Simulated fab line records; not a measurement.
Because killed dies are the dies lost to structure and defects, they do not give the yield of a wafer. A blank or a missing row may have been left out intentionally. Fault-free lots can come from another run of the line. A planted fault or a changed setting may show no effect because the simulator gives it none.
Struck lot and sound lot, side by side :: flow nand_harc :: 13 out of 1302 route steps
Sound: the wafers L632.1, L632.2, L632.3. Wafers struck: L619.3, L619.5, L619.6. The cause comes at the end.
Per side, at each step with rows, come the tool, then ch with its chambers, and then its first start. Under that, the readings that differ: sound wafers :: struck wafers :: difference of the means :: sigmas: that difference in standard deviations of wafers without a fault.
alike: same words and numbers on both sides, and readings whose means sit less than 2 such deviations apart. not compared: any withheld reading, any reading some wafer has no value for, any bound like >300 that may hide the same value, and any number with overlapping values for which the record gives no deviation.
The two part at a step that has a row with sigmas, a row that says differs or no value, or rows on one side only. Numbers that don't overlap but have no deviation are shown without sigmas and don't part them. A reading missing from all wafers of one side parts the sides only when that side holds two or more wafers.

first, 2 steps without rows for these wafers: NHARC_A_STAIRCASE_PRECLEAN_448 (cleans in SC1); NHARC_A_STAIRCASE_SRD_449.
NHARC_A_STAIRCASE_CMP_450: polishes SiO2, target thk 200 nm.
  sound on cmp-04 ch 1,2,3, day 28 17:06; struck on cmp-04 ch 1,2,3, day 23 10:48
  alike: edge_zone_pressure_frac, motor_current_A
NHARC_A_STAIRCASE_CMP_152: polishes.
  sound on cmp-04 ch 1,2,3, day 28 17:11; struck on cmp-04 ch 1,2,3, day 23 10:52
  alike: edge_zone_pressure_frac, motor_current_A
then, 2 steps without rows for these wafers: NHARC_A_STAIRCASE_SRD_154; NHARC_A_STAIRCASE_ETCH_403 (etches SiO2 in dHF, target depth 108.2 nm).
NHARC_A_STAIRCASE_ETCHBACK_422: etches the open film in CH3F/O2, target depth 40 nm, time 74.286 s.
  sound on rie_diel-10 ch 1,2,3, day 28 17:42; struck on rie_diel-03 ch 1,2,3, day 23 11:25
reading: oes_product_au (a.u.)
sound: 0.93 0.93 0.93
struck: 1.00 1.02 1.01
difference: +0.08
sigmas: +2
  alike: bias_w, chamber_pressure_mTorr, drypump_motor_current_A, rf_vpp_V, showerhead_plenum_p_Torr, throttle_valve_pct
  not compared: rf_hours_counter_h
then, 1 step without rows for these wafers: NHARC_A_STAIRCASE_ETCH_423 (etches SiO2 in dHF, target depth 30 nm).
NHARC_A_STAIRCASE_ETCHBACK_157: etches the open film in CH3F/O2, target depth 90 nm, time 167.14 s.
  sound on rie_diel-03 ch 0,2,3, day 28 18:04; struck on rie_diel-10 ch 0,2,3, day 23 11:48
reading: oes_product_au (a.u.)
sound: 1.02 1.00 1.02
struck: 0.92 0.94 0.92
difference: -0.09
sigmas: -3
  alike: bias_w, chamber_pressure_mTorr, drypump_motor_current_A, rf_vpp_V, showerhead_plenum_p_Torr, throttle_valve_pct
  not compared: rf_hours_counter_h
then, 1 step without rows for these wafers: NHARC_A_STAIRCASE_STRIP_475 (strips in O2, time 20 s).
NHARC_A_STAIRCASE_DEP_471: deposits SiO2, target thk 100 nm.
  sound on pecvd-04 ch 0,1,2, day 28 18:22; struck on pecvd-04 ch 0,1,2, day 23 12:07
  alike: heater_power_w, throttle_valve_pct
NHARC_A_STAIRCASE_CMP_472: polishes SiO2.
  sound on cmp-01 ch 0,1,2, day 28 18:38; struck on cmp-03 ch 0,1,2, day 23 12:26
  no value came back on the struck wafers for edge_zone_pressure_frac, motor_current_A (A); on the sound wafers edge_zone_pressure_frac reads 1.004 0.999 1.001
-- break in the record here, with 8 days between the starts of the struck wafers on either side (left off in module A_STAIRCASE, picked up again in module END, where the first step shown is number 1302 on the route) --
NHARC_END_SORT_01:
  the record has rows for the struck wafers here (prober-01 ch 0, day 31 10:34) and none for the sound ones

== WHERE THEY PART ==
Earliest at NHARC_A_STAIRCASE_ETCHBACK_422; latest, in this record, at NHARC_END_SORT_01.

WHY: what had been put in by the simulator
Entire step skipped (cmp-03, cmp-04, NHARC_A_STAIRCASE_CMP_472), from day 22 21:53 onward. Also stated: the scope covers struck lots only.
